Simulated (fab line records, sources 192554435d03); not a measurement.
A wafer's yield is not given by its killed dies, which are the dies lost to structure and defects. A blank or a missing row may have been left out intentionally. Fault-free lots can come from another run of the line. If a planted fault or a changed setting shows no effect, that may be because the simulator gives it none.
Lot-split experiment    flow n5_finfet    route with 1938 steps; 7 lots, 21 wafers read

== ON THE SPLIT ==
At N5_BEOL_M7_EXPOSE_08 (exposes mask M7), the setting dose_mj was moved away from the recipe's 68.25 on 8 of the 21 wafers read, by -4.5% to +4.4%. For the rest of the wafers, this setting stayed at what the recipe calls for.

== FROM THE SPLIT TO THE READING: what the file shows between them, 10 steps ==
- N5_BEOL_M7_PEB_09: peb time 60 s
- N5_BEOL_M7_DEVELOP_10: develop time 30 s
- N5_BEOL_M7_CD_MEAS_11: target cd 38.5 nm
- N5_BEOL_M7_DESCUM_16: chemistry O2, time 7.9 s
- N5_BEOL_M7_ETCH_61: etches SiARC in CF4, target depth 45.5 nm, time 75.8 s
- N5_BEOL_M7_ETCH_62: etches SOC in N2/H2, target depth 110 nm, overetch 22 nm, time 165 s
- N5_BEOL_M7_STRIP_68: strips in N2/H2
- N5_BEOL_M7_STRIP_67: strips in CF4
- N5_BEOL_M7_HM_OPEN_17: chemistry Cl2/BCl3, target TiN, target depth 20 nm, overetch 6 nm
- N5_BEOL_M7_STRIP_19: strips in O2

== THE READING ==
cd_nm, in nm, at N5_BEOL_M7_CD_MEAS_18 (pitch 80 nm, target cd 40 nm). A value of 40.0 nm with a standard deviation of 0.71 nm is what fault-free wafers of this fab line usually give.

wafer   tool, chamber at the split  dose_mj as run  against the recipe  cd_nm, nm  against lot-mates on the recipe
L078.1  arfi_scanner-01, 0          68.25           recipe              39.4       -
L078.5  arfi_scanner-01, 0          68.25           recipe              39.9       -
L078.6  arfi_scanner-01, 0          68.25           recipe              40.2       -
L084.4  arfi_scanner-02, 0          71.24           +4.4%               41.7       +1.2
L084.5  arfi_scanner-02, 0          68.25           recipe              40.5       -
L084.6  arfi_scanner-02, 0          71.24           +4.4%               42.7       +2.2
L085.4  arfi_scanner-03, 0          70.17           +2.8%               40.7       +0.6
L085.5  arfi_scanner-03, 0          70.17           +2.8%               41.2       +1.1
L085.6  arfi_scanner-03, 0          68.25           recipe              40.1       -
L087.3  arfi_scanner-03, 0          68.25           recipe              40.7       -
L087.5  arfi_scanner-03, 0          68.25           recipe              40.6       -
L087.6  arfi_scanner-03, 0          68.25           recipe              39.9       -
L089.1  arfi_scanner-03, 0          68.25           recipe              39.3       -
L089.2  arfi_scanner-03, 0          68.25           recipe              39.8       -
L089.4  arfi_scanner-03, 0          68.25           recipe              39.3       -
L094.1  arfi_scanner-02, 0          65.21           -4.5%               38.5       -2.7
L094.4  arfi_scanner-02, 0          65.21           -4.5%               38.6       -2.6
L094.5  arfi_scanner-02, 0          68.25           recipe              41.2       -
L097.1  arfi_scanner-02, 0          66.27           -2.9%               38.3       -2.1
L097.2  arfi_scanner-02, 0          68.25           recipe              40.4       -
L097.6  arfi_scanner-02, 0          66.27           -2.9%               37.5       -2.9

FIT RESULTS
A straight line over all 21 wafers: cd_nm changes by +0.449 nm for each +1% of dose_mj; r = +0.87; the points scatter about the line by 0.62 nm.
The same after taking each lot's own level away (the mean of its wafers on the recipe; 21 wafers): +0.521 nm for each +1%; r = +0.94; scatter 0.47 nm.
That fit puts the effect of the largest move of dose_mj on the reading at 2.3 nm.
Across the lots, their own levels run from 39.47 to 41.20 nm, a range of 2.4 times the standard deviation given above.
So the lot-to-lot level changes the slope: the two fits differ.
Check: -2.52 nm against its lot-mates is what the line predicts for one of the wafers moved furthest among these (-4.5%) when that wafer is left out of the fit. Against them it came out at -2.7 nm.

== FURTHER SPLITS ON THESE WAFERS ==
Before the reading, these wafers also passed through other splits. Each is held against what the fit with the lots' levels taken away leaves over:
other split on the same wafers  wafers away from the commonest value  r with cd_nm (lot level and that fit taken away)
N5_BEOL_M6_COAT_60 temp_c       10                                    -0.39
N5_BEOL_M7_ILD_DEP_00 time_s    7                                     -0.16

== THE WHOLE CHAIN: every reading that the file lists as answering this split, in the file's order ==
step                   what it does                                                          reading                                                                change (the file's fit)                r (the file's)
N5_BEOL_M7_CD_MEAS_11  target cd 38.5 nm                                                     cd_nm                                                                  +0.518 nm for each +1% of the setting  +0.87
N5_BEOL_M7_ETCH_61     etches SiARC in CF4, target depth 45.5 nm, time 75.8 s                BEOL_M7.cd_offset_nm (the simulator's own value, which no gauge read)  +0.523 nm for each +1% of the setting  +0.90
N5_BEOL_M7_ETCH_62     etches SOC in N2/H2, target depth 110 nm, overetch 22 nm, time 165 s  BEOL_M7.cd_offset_nm (the simulator's own value, which no gauge read)  +0.545 nm for each +1% of the setting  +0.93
N5_BEOL_M7_HM_OPEN_17  chemistry Cl2/BCl3, target TiN, target depth 20 nm, overetch 6 nm     BEOL_M7.cd_offset_nm (the simulator's own value, which no gauge read)  +0.563 nm for each +1% of the setting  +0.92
N5_BEOL_M7_CD_MEAS_18  pitch 80 nm, target cd 40 nm                                          cd_nm                                                                  +0.522 nm for each +1% of the setting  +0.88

== THE FILE'S OWN FIT ==
cd_nm changes by +0.522 nm for each +1% of dose_mj, r = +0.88.
